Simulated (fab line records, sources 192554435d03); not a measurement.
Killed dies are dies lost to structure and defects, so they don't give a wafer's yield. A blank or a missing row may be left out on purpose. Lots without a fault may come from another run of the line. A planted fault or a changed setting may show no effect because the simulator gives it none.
Chamber matching | flow n5_finfet | N5_HKMG_FIN_ETCH_35 on rie_diel-05: 4 sister chambers
The step etches SOC in N2/H2, target depth 215.8 nm, time 243.4 s. 4 wafers are shown with their chamber, then 10 later ones without.

WAFERS WITH THEIR CHAMBER
wafer  | chamber | drypump_motor_current_A (A)
L088.2 | 0       | 4.8
L088.3 | 1       | 5.3
L088.4 | 2       | 5.3
L088.5 | 3       | 6.4

WAFERS WITHOUT THEIR CHAMBER
wafer  | drypump_motor_current_A (A)
L088.6 | 4.8
L091.2 | 4.8
L091.3 | 5.3
L091.4 | 4.8
L094.1 | 6.3
L094.4 | 5.3
L094.6 | 6.3
L095.1 | 5.3
L095.3 | 4.8
L095.4 | 5.3

WHICH CHAMBER EACH WENT THROUGH
wafer  | from the rows above     | in truth
L088.6 | 0                       | 0
L091.2 | 0                       | 0
L091.3 | can't be placed: 1 or 2 | 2
L091.4 | 0                       | 0
L094.1 | 3                       | 3
L094.4 | can't be placed: 1 or 2 | 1
L094.6 | 3                       | 3
L095.1 | can't be placed: 1 or 2 | 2
L095.3 | 0                       | 0
L095.4 | can't be placed: 1 or 2 | 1
Placed correctly: 6 of 10. Can't be placed from these rows: 4 (the true chamber is among the candidates in 4). Placed wrongly: 0.
How it was worked out, from the rows above alone: a wafer's distance from a chamber is the root of the sum, over the readings, of the square of ((its reading less the chamber's mean) divided by the reading's scatter). The wafer belongs to the nearest chamber; if the next one is less than 2 further off, it can't be placed. A chamber's mean is the mean of its shown wafers. The scatter: with one shown wafer a chamber, the root of the mean of the squares of how far each hidden wafer lies from its nearest shown one.
